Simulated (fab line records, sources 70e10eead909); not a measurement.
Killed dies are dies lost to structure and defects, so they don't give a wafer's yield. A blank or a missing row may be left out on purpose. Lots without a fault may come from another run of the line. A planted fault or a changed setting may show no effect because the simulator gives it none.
fab line records | flow nand_harc
record lots=24 wafers=72 last_day=33
route steps=1302 shown A_STAIRCASE@679
lots that met no fault: from a run of the same line without faults
start_h: hours from the record's first day to the start of the lot's first wafer shown | wait_h: hours since the lot's step before | " the same as in the row above | L1.1+2: a row that stands for several wafers | - no value, or no start given | * or withheld: withheld | < > ~ a bound
route shown NAME@n: a module of which the file shows steps, and the number in the route of the first | usual: mean/standard deviation of fault-free wafers | same: alike in all rows | chamber/n: place in a boat | sites: the reading at each site | _std_site: their standard deviation | _edge_site: outer sites' mean less inner sites' | radius_mm: how far each site lies from the wafer's centre | mask NAME#n: copy n | behind: the tool/chamber that last shaped the wafer | hold: why the lot was held/for how many hours/how that ended | device: the transistor (n, p or np) that didn't switch | end of line: the same wafers' tests at the end of the route | a step without rows: its recipe alone | killed: dies lost to structure and defects at the first sort, not the wafer's yield | map: a wafer's dies, x killed, . not, _ none there
set.NAME: the setting as run; set.NAME@STEP: as run at that earlier step | model.NAME: the simulator's own value behind a step, which no gauge read
steps of the route over a sample of lots; a table a step, a row a wafer
services: from which hour (start_h, from the record's first day; less than 0 if before it) a tool's chamber was out of use, for how many hours, and why
## steps
# step NHARC_A_STAIRCASE_TRIM_22
# recipe time_s=211.2 o2_flow_sccm=500 ar_flow_sccm=0 bias_w=0 chemistry=O2
# usual drypump_motor_current_A=5.8/0.35 oes_product_au=1.004/0.011 rf_vpp_V=57.7/0.98 showerhead_plenum_p_Torr=3.51/0.18 throttle_valve_pct=17.036/0.0098
# columns lot.wafer tool chamber start_h wait_h drypump_motor_current_A oes_product_au rf_hours_counter_h rf_vpp_V showerhead_plenum_p_Torr throttle_valve_pct
L074.4 rie_diel-12 2 - - 6.2 1.008 32 56.5 3.40 17.044
L074.2 " 3 " " 5.8 1.020 27 56.0 3.29 17.042
L074.1 " 1 " " 5.7 0.991 31 58.5 3.66 17.028
L075.2 rie_diel-12 2 - - 6.2 1.007 42 58.4 3.39 17.041
L075.6 " 1 " " 5.8 0.992 - 57.2 3.65 17.050
L075.5 " 2 " " 6.2 1.005 - 56.9 3.39 17.039
L076.1 rie_diel-12 3 - - 5.8 1.006 40 57.5 3.28 17.028
L076.2 " 1 " " 5.8 0.975 46 58.5 3.65 17.042
L076.5 " 3 " " 5.8 1.006 - 55.8 3.28 17.039
L077.3 rie_diel-01 2 - - 5.7 1.000 42 56.9 3.29 17.038
L077.2 " 1 " " 6.4 1.010 54 57.2 3.35 17.030
L077.6 " 0 " " 5.4 0.985 - 57.7 3.56 17.025
L078.3 rie_diel-06 2 - - 5.0 1.015 26 59.1 3.76 17.034
L078.1 " 1 " " 5.7 0.988 16 56.8 3.53 17.034
L078.5 " 3 " " 5.9 1.016 - 55.7 3.42 17.027
L079.2 rie_diel-01 2 - - 5.7 1.011 4 57.4 3.29 17.038
L079.5 " 3 " " 5.8 1.000 - 58.1 3.78 17.035
L079.6 " 1 " " 6.4 1.007 - 55.9 3.34 17.051
L080.1 rie_diel-06 3 - - 5.9 1.003 31 56.3 3.41 17.036
L080.3 " 0 " " 5.6 1.012 38 57.7 3.40 17.040
L080.5 " 2 " " 5.0 1.014 - 59.0 3.75 17.041
L081.3 rie_diel-06 3 - - 5.9 1.015 34 56.7 3.41 17.050
L081.4 " 0 " " 5.6 1.009 40 58.6 3.40 17.045
L081.6 " 2 " " 5.0 1.015 - 58.8 3.75 17.015
L082.4 rie_diel-01 2 - - 5.7 1.002 11 57.7 3.29 17.024
L082.1 " 3 " " 5.8 1.020 14 57.5 3.77 17.028
L082.6 " 0 " " 5.4 1.003 - 58.3 3.55 17.041
L083.4 rie_diel-01 2 - - 5.7 1.005 18 56.1 3.28 17.033
L083.2 " 3 " " 5.8 1.012 21 59.2 3.77 17.035
L083.6 " 0 " " 5.4 0.992 - 56.5 3.55 17.033
L085.2 rie_diel-06 3 - - 5.9 1.009 45 57.2 3.40 17.030
L085.1 " 0 " " 5.6 1.013 53 57.8 3.39 17.036
L085.3 " 2 " " 5.0 1.020 45 58.2 3.75 17.024
L084.2 rie_diel-12 0 - - 5.9 0.981 1 55.9 3.77 17.041
L084.3 " 3 " " 5.8 1.003 1 58.5 3.81 17.033
L084.5 " 0 " " 5.9 0.991 - 60.5 3.77 17.041
L086.3 rie_diel-06 2 - - 5.1 1.001 50 58.7 3.74 17.035
L086.5 " 3 " " 5.9 1.001 - 57.2 3.40 17.037
L086.6 " 0 " " 5.6 1.008 - 57.7 3.39 17.033
L087.1 rie_diel-01 2 - - 5.7 1.019 37 58.5 3.27 17.031
L087.2 " 3 " " 5.8 1.015 38 57.2 3.76 17.027
L087.6 " 2 " " 5.7 1.016 - 55.4 3.27 17.042
L088.4 rie_diel-12 0 - - 5.9 0.998 16 57.6 3.76 17.053
L088.5 " 2 " " 6.2 1.015 - 58.3 3.37 17.041
L088.6 " 3 " " 5.8 1.026 - 56.7 3.80 17.048
L090.3 rie_diel-01 1 - - 6.4 1.015 42 56.3 3.32 17.047
L090.1 " 3 " " 5.8 1.017 40 59.8 3.76 17.036
L090.5 " 0 " " 5.4 1.017 - 59.0 3.54 17.031
L089.3 rie_diel-06 0 - - 5.6 1.009 8 59.0 3.38 17.027
L089.1 " 2 " " 5.0 1.002 8 57.6 3.74 17.048
L089.6 " 0 " " 5.6 1.002 - 57.9 3.38 17.038
L091.3 rie_diel-01 1 - - 6.4 1.021 44 58.6 3.32 17.025
L091.4 " 3 " " 5.8 1.035 - 57.9 3.76 17.044
L091.6 " 1 " " 6.4 1.019 - 57.5 3.32 17.041
L093.1 rie_diel-06 1 - - 5.7 1.006 17 57.4 3.50 17.035
L093.3 " 3 " " 5.9 0.996 9 57.8 3.40 17.027
L093.2 " 0 " " 5.6 1.021 17 57.2 3.38 17.020
L092.2 rie_diel-06 3 - - 5.9 0.991 9 58.2 3.40 17.038
L092.3 " 0 " " 5.6 0.999 17 57.1 3.38 17.031
L092.1 " 2 " " 5.0 1.001 16 58.0 3.73 17.023
L094.1 rie_diel-01 1 - - 6.4 1.016 55 57.9 3.32 17.025
L094.2 " 3 " " 5.8 1.010 57 58.0 3.75 17.039
L094.4 " 0 " " 5.4 1.000 47 58.3 3.54 17.039
L095.3 rie_diel-12 1 - - 5.8 0.986 34 56.5 3.62 17.030
L095.2 " 2 " " 6.2 0.997 36 58.0 3.36 17.033
L095.6 " 0 " " 5.9 0.992 - 56.4 3.75 17.046
L097.3 rie_diel-12 2 - - 6.2 1.000 42 57.9 3.36 17.047
L097.2 " 3 " " 5.8 1.016 35 58.0 3.79 17.031
L097.6 " 1 " " 5.8 0.982 - 57.9 3.62 17.028
L096.1 rie_diel-06 3 - - 5.9 0.993 21 58.3 3.39 17.017
L096.2 " 1 " " 5.7 0.999 30 59.3 3.50 17.036
L096.6 " 2 " " 5.0 0.999 - 57.7 3.73 17.036
# step NHARC_A_STAIRCASE_TRIM_189
# recipe time_s=211.2 o2_flow_sccm=500 ar_flow_sccm=0 bias_w=0 chemistry=O2
# usual drypump_motor_current_A=5.8/0.32 oes_product_au=1.004/0.011 rf_vpp_V=57.8/0.83 showerhead_plenum_p_Torr=3.54/0.19 throttle_valve_pct=17.037/0.0091
# columns lot.wafer tool chamber start_h wait_h drypump_motor_current_A oes_product_au rf_hours_counter_h rf_vpp_V showerhead_plenum_p_Torr throttle_valve_pct
L074.2 rie_diel-01 0 - - 5.4 0.985 36 57.7 3.57 17.045
L074.1 " 1 " " 6.4 1.013 41 57.6 3.35 17.033
L074.4 " 2 " " 5.7 1.005 29 57.4 3.30 17.026
L075.2 rie_diel-12 0 - - 5.9 0.989 34 57.2 3.79 17.038
L075.5 " 2 " " 6.2 0.999 - 57.5 3.39 17.030
L075.6 " 3 " " 5.8 1.003 - 57.2 3.28 17.027
L076.1 rie_diel-06 3 - - 5.9 0.992 20 58.1 3.42 17.029
L076.2 " 0 " " 5.6 0.996 25 56.8 3.41 17.027
L076.5 " 3 " " 5.9 0.997 - 57.2 3.42 17.038
L077.2 rie_diel-12 1 - - 5.8 0.993 48 56.5 3.65 17.037
L077.3 " 3 " " 5.8 1.010 42 58.8 3.28 17.040
L077.6 " 1 " " 5.8 0.989 - 57.1 3.65 17.031
L078.1 rie_diel-06 2 - - 5.0 0.995 26 57.9 3.76 17.043
L078.3 " 0 " " 5.6 0.998 29 57.9 3.40 17.020
L078.5 " 2 " " 5.0 1.002 - 59.5 3.76 17.023
L079.2 rie_diel-12 1 - - 5.8 0.997 55 58.7 3.64 17.039
L079.6 " 0 " " 5.9 0.998 - 58.3 3.78 17.043
L079.5 " 1 " " 5.8 1.000 - 57.6 3.64 17.033
L080.3 rie_diel-01 2 - - 5.7 1.014 9 56.9 3.29 17.034
L080.1 " 0 " " 5.4 1.003 12 58.1 3.56 17.024
L080.5 " 2 " " 5.7 1.008 - 56.9 3.29 17.046
L081.4 rie_diel-01 3 - - 5.8 1.009 14 58.7 3.77 17.029
L081.3 " 0 " " 5.4 0.993 15 57.0 3.55 17.035
L081.6 " 2 " " 5.7 0.994 - 58.0 3.28 17.043
L082.1 rie_diel-01 1 - - 6.4 0.996 13 57.6 3.34 17.049
L082.4 " 3 " " 5.8 1.006 15 57.6 3.77 17.039
L082.6 " 1 " " 6.4 1.017 - 57.3 3.34 17.033
L083.4 rie_diel-01 2 - - 5.7 1.014 19 56.9 3.28 17.036
L083.2 " 3 " " 5.8 1.013 22 58.7 3.77 17.029
L083.6 " 3 " " 5.8 1.022 - 57.6 3.77 17.045
L085.2 rie_diel-01 3 - - 5.8 1.007 23 58.4 3.77 17.034
L085.1 " 0 " " 5.4 0.986 26 57.8 3.55 17.044
L085.3 " 1 " " 6.4 1.013 24 57.1 3.33 17.041
L084.2 rie_diel-06 3 - - 5.9 1.001 46 56.3 3.41 17.036
L084.3 " 0 " " 5.6 1.008 55 56.3 3.39 17.025
L084.5 " 1 " " 5.7 1.012 - 57.0 3.52 17.033
L086.3 rie_diel-12 3 - - 5.8 1.009 7 57.5 3.80 17.040
L086.6 " 3 " " 5.8 1.017 - 59.1 3.80 17.022
L086.5 " 0 " " 5.9 0.995 - 58.6 3.77 17.049
L087.2 rie_diel-12 3 - - 5.8 1.020 17 59.2 3.80 17.040
L087.1 " 0 " " 5.9 0.997 18 58.5 3.76 17.030
L087.6 " 0 " " 5.9 0.997 - 56.7 3.76 17.031
L088.5 rie_diel-06 1 - - 5.7 0.992 - 57.3 3.51 17.043
L088.4 " 2 " " 5.0 0.997 - 58.7 3.74 17.049
L088.6 " 0 " " 5.6 1.011 - 57.3 3.38 17.048
L090.1 rie_diel-06 2 - - 5.0 1.009 8 60.4 3.74 17.049
L090.3 " 0 " " 5.6 1.016 8 58.4 3.38 17.036
L090.5 " 1 " " 5.7 0.994 - 58.6 3.51 17.019
L089.1 rie_diel-01 2 - - 5.7 1.010 39 57.5 3.27 17.045
L089.3 " 2 " " 5.7 1.023 - 56.7 3.27 17.020
L089.6 " 2 " " 5.7 1.013 - 57.2 3.27 17.040
L091.3 rie_diel-06 0 - - 5.6 1.017 11 58.9 3.38 17.020
L091.4 " 1 " " 5.7 0.996 11 57.2 3.51 17.021
L091.6 " 0 " " 5.6 1.015 - 57.2 3.38 17.036
L093.1 rie_diel-12 1 - - 5.8 0.984 29 58.0 3.62 17.043
L093.3 " 2 " " 6.2 1.005 32 57.1 3.36 17.044
L093.2 " 0 " " 5.9 0.987 29 58.6 3.76 17.026
L092.2 rie_diel-01 2 - - 5.7 1.009 51 57.7 3.26 17.033
L092.3 " 3 " " 5.8 1.014 51 58.1 3.75 17.052
L092.1 " 0 " " 5.4 1.000 42 57.7 3.54 17.039
L094.2 rie_diel-01 2 - - 5.7 1.013 55 57.6 3.26 17.036
L094.1 " 3 " " 5.8 1.020 57 57.1 3.75 17.053
L094.4 " 0 " " 5.4 1.000 48 58.4 3.54 17.042
L095.3 rie_diel-12 3 - - 5.8 1.015 31 57.6 3.79 17.045
L095.2 " 2 " " 6.2 1.008 37 58.3 3.36 17.044
L095.6 " 3 " " 5.8 1.023 - 56.6 3.79 17.029
L097.3 rie_diel-06 0 - - 5.6 1.025 31 57.0 3.37 17.028
L097.2 " 1 " " 5.7 0.993 31 57.4 3.49 17.032
L097.6 " 0 " " 5.6 1.022 - 58.2 3.37 17.032
L096.1 rie_diel-12 2 - - 6.2 0.992 42 57.6 3.36 17.047
L096.2 " 1 " " 5.8 0.988 40 58.6 3.62 17.034
L096.6 " 2 " " 6.2 1.006 - 57.7 3.36 17.053
# step NHARC_A_STAIRCASE_ETCH_194
# recipe target_depth_a=1000 time_s=40.5 ion_energy_ev=400 c4f8_flow_sccm=20 o2_flow_sccm=10 ar_flow_sccm=withheld rf_w=600 bias_w=1000 chemistry=C4F8/O2
# usual oes_product_au=0.946/0.013 rf_vpp_V=896/6.9
# columns lot.wafer tool chamber start_h wait_h oes_product_au rf_hours_counter_h rf_vpp_V
L074.2 rie_diel-01 0 - - 0.925 36 898
L074.4 " 2 " " 0.948 29 887
L074.1 " 3 " " 0.939 37 905
L075.2 rie_diel-12 3 - - 0.943 36 886
L075.6 " 3 " " 0.946 - 886
L075.5 " 0 " " 0.921 - 906
L076.1 rie_diel-06 3 - - 0.946 20 891
L076.2 " 1 " " 0.944 12 896
L076.5 " 3 " " 0.949 - 892
L077.2 rie_diel-12 0 - - 0.939 41 904
L077.3 " 2 " " 0.947 50 891
L077.6 " 1 " " 0.926 - 901
L078.1 rie_diel-06 2 - - 0.965 26 904
L078.3 " 1 " " 0.946 16 897
L078.5 " 2 " " 0.958 - 903
L079.2 rie_diel-12 1 - - 0.924 56 901
L079.6 " 3 " " 0.933 - 887
L079.5 " 0 " " 0.918 - 903
L080.3 rie_diel-01 1 - - 0.958 10 888
L080.1 " 2 " " 0.967 9 887
L080.5 " 1 " " 0.960 - 889
L081.3 rie_diel-01 0 - - 0.940 15 896
L081.4 " 2 " " 0.951 12 887
L081.6 " 0 " " 0.937 - 897
L082.1 rie_diel-01 2 - - 0.956 12 888
L082.4 " 0 " " 0.932 15 897
L082.6 " 2 " " 0.949 - 888
L083.4 rie_diel-01 2 - - 0.952 20 886
L083.2 " 0 " " 0.937 25 897
L083.6 " 1 " " 0.952 - 887
L085.3 rie_diel-01 2 - - 0.963 21 887
L085.2 " 0 " " 0.950 26 896
L085.1 " 1 " " 0.957 25 889
L084.3 rie_diel-06 3 - - 0.947 47 892
L084.2 " 0 " " 0.957 55 890
L084.5 " 0 " " 0.944 - 891
L086.3 rie_diel-12 3 - - 0.954 7 905
L086.6 " 1 " " 0.934 - 899
L086.5 " 2 " " 0.945 - 891
L087.2 rie_diel-12 0 - - 0.940 18 903
L087.1 " 1 " " 0.922 18 899
L087.6 " 3 " " 0.961 - 906
L088.4 rie_diel-06 0 - - 0.967 7 890
L088.6 " 3 " " 0.998 - 891
L088.5 " 0 " " 0.957 - 892
L090.3 rie_diel-06 1 - - 0.934 9 896
L090.1 " 2 " " 0.931 9 904
L090.5 " 2 " " 0.937 - 904
L089.1 rie_diel-01 2 - - 0.934 40 887
L089.3 " 3 " " 0.935 - 905
L089.6 " 2 " " 0.941 - 887
L091.4 rie_diel-06 0 - - 0.958 11 891
L091.3 " 2 " " 0.941 12 903
L091.6 " 0 " " 0.965 - 891
L093.1 rie_diel-12 1 - - 0.936 29 901
L093.3 " 2 " " 0.972 32 890
L093.2 " 0 " " 0.942 30 904
L092.2 rie_diel-01 1 - - 0.933 52 887
L092.1 " 2 " " 0.932 51 886
L092.3 " 3 " " 0.941 52 905
L094.1 rie_diel-01 2 - - 0.944 55 887
L094.2 " 3 " " 0.951 57 904
L094.4 " 1 " " 0.945 56 887
L095.2 rie_diel-12 1 - - 0.927 35 899
L095.3 " 2 " " 0.965 37 890
L095.6 " 1 " " 0.938 - 898
L097.3 rie_diel-06 0 - - 0.944 35 890
L097.2 " 2 " " 0.944 32 904
L097.6 " 3 " " 0.942 - 891
L096.1 rie_diel-12 0 - - 0.931 44 904
L096.2 " 1 " " 0.918 44 899
L096.6 " 3 " " 0.959 - 906
# step NHARC_A_STAIRCASE_ETCH_199
# recipe target_depth_a=1000 time_s=40.5 ion_energy_ev=400 c4f8_flow_sccm=20 o2_flow_sccm=10 ar_flow_sccm=withheld rf_w=600 bias_w=1000 chemistry=C4F8/O2
# usual oes_product_au=0.948/0.013 rf_vpp_V=895/6.9
# columns lot.wafer tool chamber start_h wait_h oes_product_au rf_hours_counter_h rf_vpp_V
L074.2 rie_diel-12 2 - - 0.974 34 890
L074.4 " 3 " " 0.970 29 887
L074.1 " 0 " " 0.944 27 906
L075.2 rie_diel-01 0 - - 0.939 41 898
L075.5 " 1 " " 0.957 - 889
L075.6 " 2 " " 0.961 - 887
L076.1 rie_diel-12 2 - - 0.936 49 892
L076.2 " 3 " " 0.969 41 888
L076.5 " 1 " " 0.945 - 900
L077.3 rie_diel-12 3 - - 0.961 42 887
L077.2 " 0 " " 0.933 41 905
L077.6 " 2 " " 0.953 - 892
L078.1 rie_diel-12 2 - - 0.973 52 890
L078.3 " 3 " " 0.948 45 886
L078.5 " 2 " " 0.959 - 892
L079.2 rie_diel-01 3 - - 0.966 5 903
L079.5 " 2 " " 0.955 - 887
L079.6 " 3 " " 0.966 - 904
L080.1 rie_diel-01 1 - - 0.960 11 888
L080.3 " 3 " " 0.957 12 905
L080.5 " 1 " " 0.951 - 888
L081.4 rie_diel-12 2 - - 0.942 67 890
L081.3 " 3 " " 0.943 61 888
L081.6 " 1 " " 0.919 - 900
L082.1 rie_diel-01 0 - - 0.945 15 898
L082.4 " 3 " " 0.946 15 905
L082.6 " 1 " " 0.964 - 888
L083.2 rie_diel-01 3 - - 0.952 23 904
L083.4 " 0 " " 0.944 26 896
L083.6 " 3 " " 0.947 - 905
L085.1 rie_diel-01 0 - - 0.937 27 894
L085.2 " 1 " " 0.942 25 887
L085.3 " 2 " " 0.940 21 886
L084.2 rie_diel-06 3 - - 0.937 47 891
L084.3 " 1 " " 0.931 41 896
L084.5 " 3 " " 0.933 - 892
L086.3 rie_diel-12 3 - - 0.959 7 904
L086.6 " 0 " " 0.942 - 905
L086.5 " 1 " " 0.931 - 900
L087.1 rie_diel-12 3 - - 0.957 18 904
L087.2 " 0 " " 0.924 19 904
L087.6 " 3 " " 0.961 - 905
L088.4 rie_diel-12 1 - - 0.949 19 900
L088.5 " 0 " " 0.963 - 904
L088.6 " 1 " " 0.958 - 899
L090.1 rie_diel-01 2 - - 0.940 40 886
L090.3 " 3 " " 0.944 - 904
L090.5 " 2 " " 0.946 - 887
L089.1 rie_diel-06 3 - - 0.951 2 891
L089.3 " 2 " " 0.962 9 903
L089.6 " 3 " " 0.949 - 891
L091.3 rie_diel-01 2 - - 0.930 45 885
L091.4 " 3 " " 0.946 - 903
L091.6 " 1 " " 0.938 - 888
L093.3 rie_diel-12 1 - - 0.922 30 900
L093.2 " 2 " " 0.946 32 889
L093.1 " 0 " " 0.931 30 904
L092.1 rie_diel-01 2 - - 0.947 51 887
L092.3 " 0 " " 0.952 43 896
L092.2 " 1 " " 0.946 52 888
L094.4 rie_diel-01 2 - - 0.967 55 886
L094.2 " 3 " " 0.962 58 904
L094.1 " 0 " " 0.939 48 896
L095.3 rie_diel-12 2 - - 0.946 37 889
L095.2 " 0 " " 0.931 35 902
L095.6 " 2 " " 0.953 - 889
L097.3 rie_diel-06 2 - - 0.946 32 904
L097.2 " 3 " " 0.914 24 891
L097.6 " 0 " " 0.940 - 890
L096.2 rie_diel-06 0 - - 0.974 36 890
L096.1 " 1 " " 0.957 36 893
L096.6 " 1 " " 0.947 - 895
# step NHARC_A_STAIRCASE_ETCH_236
# recipe target_depth_a=1000 time_s=40.5 ion_energy_ev=400 c4f8_flow_sccm=20 o2_flow_sccm=10 ar_flow_sccm=withheld rf_w=600 bias_w=1000 chemistry=C4F8/O2
# usual oes_product_au=0.947/0.013 rf_vpp_V=896/6.7
# columns lot.wafer tool chamber start_h wait_h oes_product_au rf_hours_counter_h rf_vpp_V
L074.2 rie_diel-01 1 - - 0.953 43 889
L074.1 " 2 " " 0.948 31 887
L074.4 " 3 " " 0.932 38 905
L075.2 rie_diel-01 1 - - 0.950 47 889
L075.6 " 2 " " 0.961 - 886
L075.5 " 3 " " 0.939 - 904
L076.1 rie_diel-06 1 - - 0.953 14 896
L076.2 " 2 " " 0.958 24 905
L076.5 " 1 " " 0.953 - 896
L077.2 rie_diel-12 3 - - 0.945 43 885
L077.3 " 0 " " 0.938 42 904
L077.6 " 2 " " 0.951 - 891
L078.1 rie_diel-12 2 - - 0.928 57 891
L078.3 " 3 " " 0.937 50 887
L078.5 " 1 " " 0.915 - 899
L079.2 rie_diel-12 3 - - 0.962 53 888
L079.6 " 1 " " 0.936 - 899
L079.5 " 2 " " 0.950 - 891
L080.3 rie_diel-12 3 - - 0.954 59 885
L080.1 " 0 " " 0.954 56 905
L080.5 " 1 " " 0.942 - 900
L081.3 rie_diel-01 3 - - 0.971 16 903
L081.4 " 1 " " 0.951 15 890
L081.6 " 0 " " 0.933 - 898
L082.4 rie_diel-12 0 - - 0.936 59 905
L082.1 " 2 " " 0.960 68 890
L082.6 " 0 " " 0.944 - 905
L083.4 rie_diel-12 3 - - 0.947 3 906
L083.2 " 0 " " 0.924 3 904
L083.6 " 3 " " 0.943 - 906
L085.3 rie_diel-06 2 - - 0.956 48 903
L085.2 " 0 " " 0.958 57 892
L085.1 " 1 " " 0.960 42 895
L084.2 rie_diel-06 3 - - 0.960 49 890
L084.3 " 0 " " 0.951 57 891
L084.5 " 3 " " 0.963 - 891
L086.3 rie_diel-06 1 - - 0.950 46 896
L086.6 " 3 " " 0.951 - 891
L086.5 " 0 " " 0.969 - 891
L087.2 rie_diel-06 3 - - 0.947 1 892
L087.1 " 1 " " 0.941 9 896
L087.6 " 2 " " 0.943 - 902
L088.4 rie_diel-12 0 - - 0.942 21 904
L088.5 " 1 " " 0.931 - 899
L088.6 " 2 " " 0.952 - 892
L090.3 rie_diel-01 1 - - 0.963 43 888
L090.1 " 3 " " 0.957 43 904
L090.5 " 2 " " 0.958 - 886
L089.1 rie_diel-12 3 - - 0.964 21 906
L089.3 " 1 " " 0.938 22 900
L089.6 " 2 " " 0.957 - 891
L091.4 rie_diel-06 0 - - 0.954 18 889
L091.3 " 1 " " 0.942 18 896
L091.6 " 0 " " 0.950 - 889
L093.2 rie_diel-12 2 - - 0.937 34 891
L093.3 " 3 " " 0.960 28 905
L093.1 " 0 " " 0.952 31 904
L092.2 rie_diel-06 2 - - 0.939 20 904
L092.1 " 3 " " 0.928 13 891
L092.3 " 0 " " 0.942 21 889
L094.2 rie_diel-12 0 - - 0.938 35 903
L094.1 " 1 " " 0.925 35 901
L094.4 " 2 " " 0.946 37 889
L095.3 rie_diel-12 3 - - 0.965 32 905
L095.2 " 0 " " 0.931 36 904
L095.6 " 3 " " 0.971 - 906
L097.3 rie_diel-01 1 - - 0.941 6 889
L097.2 " 0 " " 0.918 6 896
L097.6 " 2 " " 0.935 - 905
L096.2 rie_diel-01 2 - - 0.939 10 906
L096.1 " 1 " " 0.948 7 888
L096.6 " 3 " " 0.949 - 904
# step NHARC_A_STAIRCASE_STRIP_238
# recipe power_w=1500 temp_c=250 chemistry=O2
# usual drypump_motor_current_A=5.31/0.28 heater_power_w=332/44 temp_c=250.01/0.18
# columns lot.wafer tool chamber start_h wait_h drypump_motor_current_A heater_power_w rf_hours_counter_h temp_c
L074.1 plasma_asher-02 0 349.23 0.1 5.23 340 19 250.11
L074.2 " 1 " " 4.78 383 19 250.16
L074.4 " 1 " " 4.75 375 - 250.07
L075.2 plasma_asher-01 1 368.61 0.1 5.45 270 3 250.33
L075.6 " 0 " " 5.58 352 - 250.11
L075.5 " 1 " " 5.47 271 - 250.13
L076.1 plasma_asher-01 1 385.17 0.1 5.45 275 7 250.14
L076.2 " 0 " " 5.59 351 7 249.86
L076.5 " 1 " " 5.45 267 - 250.14
L077.2 plasma_asher-01 0 389.01 0.1 5.54 365 8 250.07
L077.3 " 1 " " 5.45 272 - 250.23
L077.6 " 0 " " 5.55 373 - 249.87
L078.1 plasma_asher-01 0 403.44 0.1 5.50 357 11 249.97
L078.3 " 1 " " 5.45 271 - 249.70
L078.5 " 0 " " 5.53 366 - 249.91
L079.2 plasma_asher-01 1 412.08 0.1 5.45 269 13 249.75
L079.6 " 0 " " 5.56 357 - 250.12
L079.5 " 1 " " 5.44 269 - 249.80
L080.1 plasma_asher-02 1 426.19 0.1 4.78 371 34 249.82
L080.3 " 1 " " 4.77 382 - 249.83
L080.5 " 1 " " 4.78 377 - 249.89
L081.4 plasma_asher-02 0 438.83 0.2 5.23 349 - 250.15
L081.3 " 1 " " 4.77 381 - 250.12
L081.6 " 1 " " 4.75 373 - 250.05
L082.1 plasma_asher-01 0 439.00 0.2 5.55 360 19 249.71
L082.4 " 0 " " 5.56 354 - 250.02
L082.6 " 1 " " 5.46 265 - 249.88
L083.2 plasma_asher-01 1 462.28 0.1 5.45 271 24 250.30
L083.4 " 0 " " 5.54 363 - 250.22
L083.6 " 1 " " 5.46 267 - 249.87
L085.2 plasma_asher-02 1 465.98 0.1 4.77 364 6 250.08
L085.1 " 0 " " 5.24 355 6 249.97
L085.3 " 1 " " 4.77 360 - 250.01
L084.2 plasma_asher-01 1 467.55 0.1 5.46 266 26 250.05
L084.3 " 1 " " 5.45 272 - 249.43
L084.5 " 0 " " 5.53 363 - 249.95
L086.3 plasma_asher-01 1 482.39 0.2 5.45 265 - 250.37
L086.5 " 0 " " 5.57 360 - 249.86
L086.6 " 1 " " 5.45 271 - 249.95
L087.1 plasma_asher-01 0 511.98 0.1 5.54 365 33 249.93
L087.2 " 1 " " 5.45 276 33 250.15
L087.6 " 0 " " 5.52 359 - 249.85
L088.4 plasma_asher-02 1 513.07 0.2 4.79 372 - 250.14
L088.6 " 1 " " 4.76 373 - 250.00
L088.5 " 0 " " 5.20 348 - 249.83
L090.1 plasma_asher-01 0 517.78 0.1 5.51 360 35 249.92
L090.3 " 1 " " 5.44 276 - 250.34
L090.5 " 1 " " 5.45 270 - 249.86
L089.1 plasma_asher-02 1 518.07 0.1 4.78 368 17 250.10
L089.3 " 1 " " 4.76 374 - 249.76
L089.6 " 1 " " 4.76 372 - 249.97
L091.4 plasma_asher-01 0 536.81 0.2 5.52 364 - 249.92
L091.3 " 1 " " 5.49 262 - 249.99
L091.6 " 0 " " 5.51 363 - 250.05
L093.1 plasma_asher-01 0 542.65 0.1 5.54 354 4 250.15
L093.2 " 1 " " 5.43 269 4 249.81
L093.3 " 1 " " 5.44 272 - 250.00
L092.2 plasma_asher-01 1 544.23 0.1 5.44 262 5 250.03
L092.1 " 0 " " 5.54 368 5 250.38
L092.3 " 1 " " 5.45 269 - 249.94
L094.1 plasma_asher-02 0 553.84 0.1 5.21 352 25 250.28
L094.2 " 1 " " 4.77 364 25 249.93
L094.4 " 1 " " 4.79 368 - 249.96
L095.2 plasma_asher-02 1 560.31 0.1 4.75 374 26 250.10
L095.3 " 1 " " 4.76 362 - 250.14
L095.6 " 1 " " 4.77 369 - 250.29
L097.2 plasma_asher-02 1 586.07 0.1 4.78 367 30 249.94
L097.3 " 1 " " 4.76 372 - 250.03
L097.6 " 0 " " 5.23 358 - 249.73
L096.1 plasma_asher-01 1 589.43 0.1 5.44 267 13 249.65
L096.2 " 0 " " 5.54 359 13 250.29
L096.6 " 0 " " 5.54 348 - 250.17
## services
# columns tool chamber start_h hours kind
rie_diel-12 0 326.86 - clean
rie_diel-12 1 326.86 - clean
rie_diel-12 2 326.86 - clean
plasma_asher-01 - 343.56 9.0 pm
rie_diel-06 1 354.02 13.4 repair
rie_diel-06 3 365.97 9.2 repair
rie_diel-01 3 377.64 4.2 repair
rie_diel-01 - 381.57 9.0 pm
rie_diel-01 0 401.71 7.1 repair
plasma_asher-02 - 426.43 9.0 pm
plasma_asher-02 - 440.62 3.0 repair
rie_diel-06 - 441.74 0.7 repair
rie_diel-12 - 445.49 9.0 pm
rie_diel-01 - 451.33 0.6 repair
rie_diel-12 1 466.41 5.9 repair
rie_diel-06 - 484.22 9.0 pm
rie_diel-06 3 496.22 11.6 repair
rie_diel-01 0 510.51 23.1 repair
rie_diel-01 1 511.08 4.7 repair
plasma_asher-01 - 520.56 9.0 pm
plasma_asher-02 - 524.66 5.6 repair
plasma_asher-02 - 541.46 3.6 repair
rie_diel-06 3 554.15 5.6 repair
rie_diel-01 - 558.68 9.0 pm
## key
fault none
